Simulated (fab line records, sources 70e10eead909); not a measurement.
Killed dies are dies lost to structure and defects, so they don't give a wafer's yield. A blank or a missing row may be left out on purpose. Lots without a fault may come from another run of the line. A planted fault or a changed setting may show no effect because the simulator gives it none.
Problem report in the 8D (eight disciplines) form, filled by code | flow nand_harc | the parts of the form that need people (team, actions taken, sign-off) are left out

1. THE PROBLEM
killed_at_periphery at NHARC_END_SORT_01 reads a mean of 647.3 on 3 wafers of 2 lots; wafers without a fault read 3.0 with a standard deviation of 2.5. That is +99 or more standard deviations from the usual mean.
First seen on wafer L575.3, day 23 23:41, on prober-02. The record holds 4 wafers of 2 lots with a number at this step. Rule for "out", or "out of limits": more than 4 standard deviations from the usual mean. The other wafers with a number count as sound.

2. WHAT IT IS AND WHAT IT IS NOT
question                    | is                               | is not
which readings at this step | killed_at_periphery, killed_dies | killed_at_array, killed_at_other, killed_open, killed_short
which lots                  | L573, L575                       | -
which wafers of those lots  | L573.3, L575.3, L575.5           | L573.4
read on which gauges        | prober-01, prober-02             | -
when                        | from day 23 23:41                | up to then (0 sound wafers); but 1 sound wafer of L573 came after

3. SUSPECTS, AND WHAT RULES EACH OUT
Counting: a tool at a process step up to the reading stays a suspect if it ran every lot that is out. Sound lots after the first of them don't rule it out here, since some wafers of a struck lot are sound.
- the gauge at NHARC_END_SORT_01: ruled out. The wafers that are out were read on 2 gauges (prober-01, prober-02).
- litho_track-02 at NHARC_P_GATE_DEVELOP_45 (time 70 s): kept. It ran every lot that is out, first L573 (day 9 13:00).
- cmp-03 at NHARC_THIN_TSV_CMP_01 (polishes): kept. It ran every lot that is out and that the record shows at this step, first L573 (day 23 11:15). The record shows only 1 of the 2 lots at this step.
- pecvd-01 at NHARC_THIN_TSV_DEP_43 (deposits SiO2, target thk 1328.5 nm): kept. It ran every lot that is out and that the record shows at this step, first L573 (day 23 11:53). The record shows only 1 of the 2 lots at this step.
- pvd_sputter-01 at NHARC_THIN_TSV_DEGAS_49 (time 120 s): kept. It ran every lot that is out and that the record shows at this step, first L573 (day 23 16:26). The record shows only 1 of the 2 lots at this step.
Left after counting: litho_track-02 at NHARC_P_GATE_DEVELOP_45, cmp-03 at NHARC_THIN_TSV_CMP_01, pecvd-01 at NHARC_THIN_TSV_DEP_43, pvd_sputter-01 at NHARC_THIN_TSV_DEGAS_49.

4. THE CAUSE (what the simulator had put in)
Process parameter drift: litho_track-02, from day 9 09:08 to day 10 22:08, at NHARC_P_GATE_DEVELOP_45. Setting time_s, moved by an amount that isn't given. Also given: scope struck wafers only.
Counting left 4 suspects, and this tool is among them.

5. THE CHAIN OF EFFECTS, in route order
Each row: a reading whose mean over the struck wafers that have a number lies more than 3 standard deviations from the usual. Only readings for which the record gives a usual standard deviation are gone through. hours: the time from each lot's start at the first step in this table that gives one to its start at this step, as a median over the lots. sigmas: the change in usual standard deviations.
hours | step              | reading             | usual | on struck wafers | change | sigmas
0     | NHARC_END_SORT_01 | killed_at_periphery | 3.0   | 647.3            | +644.3 | +99 or more
0     | NHARC_END_SORT_01 | killed_dies         | 29    | 677              | +648   | +59

6. WHAT WOULD HAVE CAUGHT IT SOONER
In this record the first reading out of limits at a measuring or inspecting step was taken at day 23 23:41, 351 hours after the fault began at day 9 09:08.
Of the tool readings at NHARC_P_GATE_DEVELOP_45 for which the record gives a usual standard deviation, none was out on any struck wafer, so an alarm limit of 4 standard deviations on them would not have fired.
All the lots that are out (2) had begun NHARC_P_GATE_DEVELOP_45 on litho_track-02 by day 23 23:41. A hold on the tool at that time would have spared none of them.
